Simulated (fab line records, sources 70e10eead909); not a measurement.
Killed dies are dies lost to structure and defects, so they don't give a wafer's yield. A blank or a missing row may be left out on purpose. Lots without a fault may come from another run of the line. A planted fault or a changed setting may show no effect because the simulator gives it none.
Which tool did it? | flow nand_harc | 12 lots, 36 wafers sampled, at 2 steps of a route of 1159

WHAT THE GAUGES READ, wafer by wafer
NHARC_A_SOURCE_PLATE_INSPECT_08.
lot  | measured     | on                | raw_defect_count
L340 | day 7 14:13  | defect_inspect-01 | 43 39 23
L341 | day 7 23:36  | defect_inspect-02 | 40 123 60
L342 | day 7 23:36  | defect_inspect-01 | 134 88 54
L343 | day 8 09:23  | defect_inspect-02 | 55 116 49
L353 | day 10 15:01 | defect_inspect-01 | 50 42 33
L351 | day 11 12:26 | defect_inspect-02 | 66 55 97
L354 | day 11 12:26 | defect_inspect-01 | 41 101 60
L355 | day 11 20:08 | defect_inspect-02 | 53 35 37
L357 | day 11 20:08 | defect_inspect-01 | 67 80 63
L356 | day 11 20:10 | defect_inspect-02 | 75 61 48
L361 | day 12 20:29 | defect_inspect-01 | 83 67 64
L363 | day 13 07:08 | defect_inspect-01 | 44 39 67

NHARC_A_ONON_D1_INSPECT_32.
lot  | measured     | on                | raw_defect_count
L340 | day 8 03:10  | defect_inspect-02 | 50 45 32
L341 | day 8 13:25  | defect_inspect-02 | 46 127 67
L342 | day 8 13:10  | defect_inspect-01 | 137 89 67
L343 | day 9 00:31  | defect_inspect-01 | 95 131 57
L353 | day 11 03:48 | defect_inspect-01 | 62 57 42
L351 | day 12 03:31 | defect_inspect-01 | 76 61 105
L354 | day 12 03:35 | defect_inspect-02 | 50 110 67
L355 | day 12 11:44 | defect_inspect-02 | 64 47 41
L357 | day 12 11:26 | defect_inspect-01 | 72 85 68
L356 | day 12 11:25 | defect_inspect-02 | 81 61 46
L361 | day 13 09:47 | defect_inspect-02 | 94 75 75
L363 | day 13 20:29 | defect_inspect-01 | 54 44 89

WHICH TOOL RAN EACH LOT (tool, then ch and the chambers of the sampled wafers, then the start)
The record holds no process step before these readings.

WHAT THE TOOLS THEMSELVES READ (means of the sampled wafers that have a number; where no wafer has one, the mark that the record gives instead)
The record holds no such reading with a usual standard deviation.

THE ANSWER, worked out from the rows above alone
Rule: what is usual is taken from the lots themselves. Put in order of their means at a reading, lots are off if they are a third of the lots or fewer, leave a main group of 4 or more, and stand apart from it by a gap of 3 or more times the standard deviation of the main group's means; of several such gaps the widest counts. A main group whose means are all the same, to the digits that the tables above print for the reading, isn't used. A lot without any number at a reading at which 4 lots or more have one is off too. The other lots that the step has rows for count as sound. The gauges are gone through in route order, then the tools' own readings, and for those a lot's mean is taken as printed above. The first step at which some lot is off is used, and at that step the reading that is off furthest; a lot without a number counts as furthest.
No lot is off at any reading shown: from this, nothing can be told.

WHAT THE SIMULATOR HAD PUT IN
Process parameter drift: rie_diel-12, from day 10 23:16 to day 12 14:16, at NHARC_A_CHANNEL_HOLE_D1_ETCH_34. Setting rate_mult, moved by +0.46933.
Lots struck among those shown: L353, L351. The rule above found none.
